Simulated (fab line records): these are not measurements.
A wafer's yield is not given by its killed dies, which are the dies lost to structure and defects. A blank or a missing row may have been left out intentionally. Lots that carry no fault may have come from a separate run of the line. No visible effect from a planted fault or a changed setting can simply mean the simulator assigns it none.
A struck lot beside a sound one / flow nand_harc / 12 out of 1302 route steps
Sound: the wafers L576.2, L576.3, L576.5. Struck: wafers L572.1, L572.2, L572.4. The cause is given at the end.
Each step with rows lists, per side, the tool, then ch with its chambers, then its first start. Under that, the readings that differ: sound wafers / struck wafers / difference of the means / sigmas: that difference in standard deviations of wafers without a fault.
alike: same words and numbers on both sides, and readings whose means sit less than 2 such deviations apart. not compared: any withheld reading, any reading some wafer has no value for, any bound like >300 that may hide the same value, and any number with overlapping values for which the record gives no deviation.
Wherever a step has rows on one side only, a row that says differs or no value, or a row with sigmas, the two part there. When numbers do not overlap yet have no deviation, they are printed without sigmas and do not part them. A reading that every wafer of one side lacks parts them only if that side has two wafers or more.

NHARC_A_SOURCE_PLATE_INSPECT_08:
  sound on defect_inspect-02 at day 12 16:04; struck on defect_inspect-02 at day 11 01:06
  alike: raw_defect_count
then, no rows for these wafers at 1 step: NHARC_A_ONON_D1_DEP_00 (target thk 1000 nm).
NHARC_A_ONON_D1_THK_MEAS_02: measures by ellipsometry.
  sound on film_metro-02 at day 12 16:39; struck on film_metro-01 at day 11 01:40
  alike: thk_nm
then, no rows for these wafers at 1 step: NHARC_A_ONON_D1_DEP_03 (target thk 1000 nm).
NHARC_A_ONON_D1_THK_MEAS_05: measures by ellipsometry.
  sound on film_metro-02 at day 12 17:13; struck on film_metro-01 at day 11 02:14
  alike: thk_nm
then, no rows for these wafers at 1 step: NHARC_A_ONON_D1_DEP_06 (target thk 1000 nm).
NHARC_A_ONON_D1_THK_MEAS_08: measures by ellipsometry.
  sound on film_metro-02 at day 12 17:47; struck on film_metro-02 at day 11 02:49
  alike: thk_nm
then, no rows for these wafers at 1 step: NHARC_A_ONON_D1_DEP_09 (target thk 1000 nm).
NHARC_A_ONON_D1_THK_MEAS_11: measures by ellipsometry.
  sound on film_metro-02 at day 12 18:22; struck on film_metro-02 at day 11 03:22
  alike: thk_nm
then, no rows for these wafers at 1 step: NHARC_A_ONON_D1_DEP_12 (target thk 1000 nm).
NHARC_A_ONON_D1_THK_MEAS_14: measures by ellipsometry.
  sound on film_metro-02 at day 12 18:55; struck on film_metro-02 at day 11 03:56
  alike: thk_nm
NHARC_A_ONON_D1_ANNEAL_15: time 3600 s.
  struck on furnace-04, day 11 07:20; sound on furnace-05 ch 0, day 12 22:15
  no value came back on the struck wafers for run_length_s (s), spike_tc_bottom_C (C), spike_tc_upper_C (C); on the sound wafers run_length_s (s) reads 3619 3619 3619

== WHERE THEY PART ==
Within this record, at NHARC_A_ONON_D1_ANNEAL_15 only.

WHY: whatever the simulator had introduced
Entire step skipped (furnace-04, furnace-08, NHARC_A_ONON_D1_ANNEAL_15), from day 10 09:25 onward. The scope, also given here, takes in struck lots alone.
